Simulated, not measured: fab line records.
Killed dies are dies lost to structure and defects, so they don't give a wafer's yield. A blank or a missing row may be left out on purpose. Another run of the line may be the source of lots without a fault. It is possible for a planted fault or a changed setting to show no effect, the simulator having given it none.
Split-lot experiment + flow n5 finfet + 21 wafers read from 7 lots, route of 1938 steps

## THE SPLIT ITSELF
At N5_BEOL_M0_SAQP_PECVD_96 (deposits a-Si from SiH4/He, target thk 45 nm, time 45.2 s), the setting time s was moved away from the recipe's 45.2 s on 8 of the 21 wafers read, by -14.5% to +10.1%. The other wafers ran this setting at the recipe's value.

The split's own step is where the reading is taken.

## THE READING
a-Si_of_BEOL_M0_SAQP_PECVD_96.thk nm (the simulator's own value, which no gauge read), in nm, at N5_BEOL_M0_SAQP_PECVD_96 (deposits a-Si from SiH4/He, target thk 45 nm, time 45.2 s). There is no usual value for it anywhere in the file. Here, 13 wafers ran the recipe; their average is 44.6 nm with a standard deviation of 0.61 nm.

| wafer  | tool, chamber at the split | time s as run, s | against the recipe | a-Si_of_BEOL_M0_SAQP_PECVD_96.thk nm, nm | against lot-mates on the recipe |
|--------|----------------------------|------------------|--------------------|------------------------------------------|---------------------------------|
| L078.1 | pecvd-02, 1                | 41.28            | -8.7%              | 41.2                                     | -4.0                            |
| L078.4 | pecvd-02, 0,1              | 45.2             | recipe             | 45.2                                     | -                               |
| L078.5 | pecvd-02, 0,1              | 45.2             | recipe             | 45.2                                     | -                               |
| L085.2 | pecvd-04, 0                | 45.2             | recipe             | 43.8                                     | -                               |
| L085.4 | pecvd-04, 0,2              | 45.2             | recipe             | 44.8                                     | -                               |
| L085.6 | pecvd-04, 0,2              | 45.2             | recipe             | 44.8                                     | -                               |
| L086.1 | pecvd-04, 1                | 45.2             | recipe             | 44                                       | -                               |
| L086.3 | pecvd-04, 2                | 45.2             | recipe             | 43.4                                     | -                               |
| L086.6 | pecvd-04, 2                | 38.66            | -14.5%             | 38.2                                     | -5.5                            |
| L087.2 | pecvd-03, 0                | 45.2             | recipe             | 45.2                                     | -                               |
| L087.3 | pecvd-03, 1                | 48.61            | +7.5%              | 47.8                                     | +2.5                            |
| L087.6 | pecvd-03, 1                | 45.2             | recipe             | 45.4                                     | -                               |
| L091.2 | pecvd-02, 2                | 41.04            | -9.2%              | 40.4                                     | -4.6                            |
| L091.3 | pecvd-02, 0                | 41.04            | -9.2%              | 40.2                                     | -4.8                            |
| L091.4 | pecvd-02, 0                | 45.2             | recipe             | 45                                       | -                               |
| L095.1 | pecvd-04, 0                | 45.2             | recipe             | 44.4                                     | -                               |
| L095.2 | pecvd-04, 2                | 45.2             | recipe             | 44                                       | -                               |
| L095.3 | pecvd-04, 1                | 49.78            | +10.1%             | 48.6                                     | +4.4                            |
| L097.1 | pecvd-02, 0                | 45.2             | recipe             | 44.4                                     | -                               |
| L097.2 | pecvd-02, 2                | 39.26            | -13.1%             | 38.4                                     | -6.0                            |
| L097.4 | pecvd-02, 0                | 39.26            | -13.1%             | 38.8                                     | -5.6                            |
When a row names more than one chamber, that row covers several wafers, and the file does not tell which wafer ran in which chamber.

THE FIT
A straight line over all 21 wafers: a-Si_of_BEOL_M0_SAQP_PECVD_96.thk nm changes by +0.438 nm for each +1% of time s; r = +0.98; the points scatter about the line by 0.54 nm.
The same after taking each lot's own level away (the mean of its wafers on the recipe; 21 wafers): +0.429 nm for each +1%; r = +0.99; scatter 0.41 nm.
On that fit, the largest move of time s shifts the reading by 6.2 nm.
The lots' own levels span 43.70 to 45.30 nm, that is 2.6 times the standard deviation above.
So the lot-to-lot level changes the slope little: the two slopes agree.
Check: with one of the wafers moved furthest among these (-14.5%) left out of the fit, the line predicts -6.54 nm for it against its lot-mates. It came out at -5.5 nm against them.

## THE OTHER SPLITS THESE WAFERS WENT THROUGH
Before the reading, these wafers also passed through other splits. Each is held against what the fit with the lots' levels taken away leaves over:
| other split on the same wafers               | wafers away from the commonest value | r with a-Si_of_BEOL_M0_SAQP_PECVD_96.thk nm (lot level and that fit taken away) |
|----------------------------------------------|--------------------------------------|---------------------------------------------------------------------------------|
| N5_SD_EPI_P_COAT_35 spin rpm                 | 7                                    | -0.09                                                                           |
| N5_SDB_STRIP_22 power w                      | 12                                   | -0.20                                                                           |
| N5_GATE_CUT_DESCUM_18 time s                 | 9                                    | +0.14                                                                           |
| N5_GATE_CUT_ETCH_37 bias w                   | 9                                    | -0.44                                                                           |
| N5_MOL_CONTACT_COAG_CONTACT_ETCH_14 source w | 9                                    | +0.10                                                                           |
| N5_MOL_CONTACT_COAG_CVD_140 target thk a     | 5                                    | -0.18                                                                           |

## THE FILE'S OWN FIT
a-Si_of_BEOL_M0_SAQP_PECVD_96.thk nm changes by +0.424 nm for each +1% of time s, r = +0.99.
